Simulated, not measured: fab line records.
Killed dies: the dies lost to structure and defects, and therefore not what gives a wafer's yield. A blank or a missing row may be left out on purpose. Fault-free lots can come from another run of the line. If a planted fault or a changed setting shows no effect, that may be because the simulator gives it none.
Matching of chambers	flow n5 finfet	N5_BEOL_M11_CURE_72 on uv cure-01: 3 sister chambers
The step cures SiCOH lowk, time 120 s. 16 wafers are shown with their chamber, then 8 later ones without.

## WAFERS WITH THEIR CHAMBER
wafer	chamber	wafer_temp_C_max	lamp power pct (%)
L076.1	0	372.1	52.27
L076.4	0	371.4	52.38
L076.6	0	371.4	52.24
L075.2	2	371.6	52.39
L075.4	2	371.8	52.31
L075.6	2	372.4	52.26
L079.2	1	370.5	52.23
L079.3	1	370.6	52.29
L079.5	1	370.9	52.31
L085.2	2	372.0	52.29
L085.5	2	371.6	52.24
L085.6	2	371.9	52.23
L088.2	2	372.3	52.24
L088.3	2	372.1	52.19
L088.4	2	371.7	52.29
L086.1	1	371.0	52.39

SIGNATURES (means of the wafers above)
reading	chamber 0	chamber 1	chamber 2	scatter within a chamber
wafer_temp_C_max	371.633	370.750	371.933	0.301
lamp power pct	52.2967	52.3050	52.2711	0.0624
Rule: for each reading, subtract the chamber's mean from the wafer's reading, divide by that reading's scatter and square the result; add these up over the readings and take the root, which gives the wafer's distance from the chamber. If the next closest chamber is less than 2 further off than the closest, the wafer can't be placed; otherwise it belongs to the closest. How the scatter is found: for the shown wafers, subtract from each reading the mean of its chamber, square and add these, divide the total by (wafers less chambers), then take the root.

## WAFERS WHOSE CHAMBER IS MISSING
wafer	wafer_temp_C_max	lamp power pct (%)
L086.3	370.7	52.35
L086.5	370.9	52.34
L095.2	371.0	52.44
L095.5	371.4	52.34
L095.6	371.2	52.24
L096.1	371.8	52.36
L096.2	371.7	52.27
L096.5	371.9	52.27

## WHICH CHAMBER EACH WENT THROUGH
wafer	from the rows above	in truth
L086.3	1	1
L086.5	can't be placed: 1 or 0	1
L095.2	can't be placed: 1 or 0 or 2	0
L095.5	can't be placed: 0 or 2 or 1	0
L095.6	can't be placed: 0 or 1 or 2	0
L096.1	can't be placed: 0 or 2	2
L096.2	can't be placed: 0 or 2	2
L096.5	can't be placed: 2 or 0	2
Placed correctly: 1 of 8. From these rows, 7 cannot be placed; in 7 the true chamber is one of the candidates. 0 placed wrongly.
